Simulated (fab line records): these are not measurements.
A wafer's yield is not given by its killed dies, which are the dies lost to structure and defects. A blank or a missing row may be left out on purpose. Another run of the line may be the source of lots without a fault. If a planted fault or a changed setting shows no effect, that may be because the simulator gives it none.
Matching of chambers || flow nand harc || 3 sister chambers for NHARC_A_M0_PRE_CLEAN_31 on pecvd-04
The step time 12 s. 14 wafers are shown with their chamber, then 7 later ones without.

WAFERS, EACH WITH ITS CHAMBER
{"wafer": "L586.1", "chamber": 1, "heater power w (W)": 695}
{"wafer": "L586.4", "chamber": 0, "heater power w (W)": 638}
{"wafer": "L586.6", "chamber": 1, "heater power w (W)": 679}
{"wafer": "L584.1", "chamber": 2, "heater power w (W)": 665}
{"wafer": "L584.3", "chamber": 1, "heater power w (W)": 639}
{"wafer": "L584.6", "chamber": 0, "heater power w (W)": 650}
{"wafer": "L588.2", "chamber": 0, "heater power w (W)": 710}
{"wafer": "L588.3", "chamber": 2, "heater power w (W)": 661}
{"wafer": "L588.4", "chamber": 0, "heater power w (W)": 740}
{"wafer": "L598.1", "chamber": 2, "heater power w (W)": 576}
{"wafer": "L598.3", "chamber": 0, "heater power w (W)": 639}
{"wafer": "L598.4", "chamber": 2, "heater power w (W)": 582}
{"wafer": "L597.1", "chamber": 0, "heater power w (W)": 651}
{"wafer": "L597.2", "chamber": 2, "heater power w (W)": 630}

SIGNATURES, as means of the wafers listed above
{"reading": "heater power w", "chamber 0": 671.33, "chamber 1": 671.00, "chamber 2": 622.80, "scatter within a chamber": 40.5}
Rule: for a wafer and a chamber, the distance is found by dividing, reading by reading, the gap between the wafer's reading and the chamber's mean by the reading's scatter, squaring, summing and taking the root. The wafer belongs to the nearest chamber; if the next one is less than 2 further off, it can't be placed. How the scatter is found: for the shown wafers, subtract from each reading the mean of its chamber, square and add these, divide the total by (wafers less chambers), then take the root.

WAFERS WHOSE CHAMBER IS MISSING
{"wafer": "L597.6", "heater power w (W)": 635}
{"wafer": "L600.4", "heater power w (W)": 635}
{"wafer": "L600.5", "heater power w (W)": 601}
{"wafer": "L600.6", "heater power w (W)": 718}
{"wafer": "L604.1", "heater power w (W)": 610}
{"wafer": "L604.5", "heater power w (W)": 766}
{"wafer": "L604.6", "heater power w (W)": 591}

CHAMBER TAKEN BY EACH
{"wafer": "L597.6", "from the rows above": "can't be placed: 2 or 1 or 0", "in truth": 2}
{"wafer": "L600.4", "from the rows above": "can't be placed: 2 or 1 or 0", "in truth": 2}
{"wafer": "L600.5", "from the rows above": "can't be placed: 2 or 1 or 0", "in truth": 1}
{"wafer": "L600.6", "from the rows above": "can't be placed: 0 or 1 or 2", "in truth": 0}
{"wafer": "L604.1", "from the rows above": "can't be placed: 2 or 1 or 0", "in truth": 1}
{"wafer": "L604.5", "from the rows above": "can't be placed: 0 or 1 or 2", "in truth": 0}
{"wafer": "L604.6", "from the rows above": "can't be placed: 2 or 1 or 0", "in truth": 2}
Correctly placed: 0 of 7. Unplaceable from these rows: 7, with the true chamber sitting among the candidates in 7. Placed wrongly: 0.
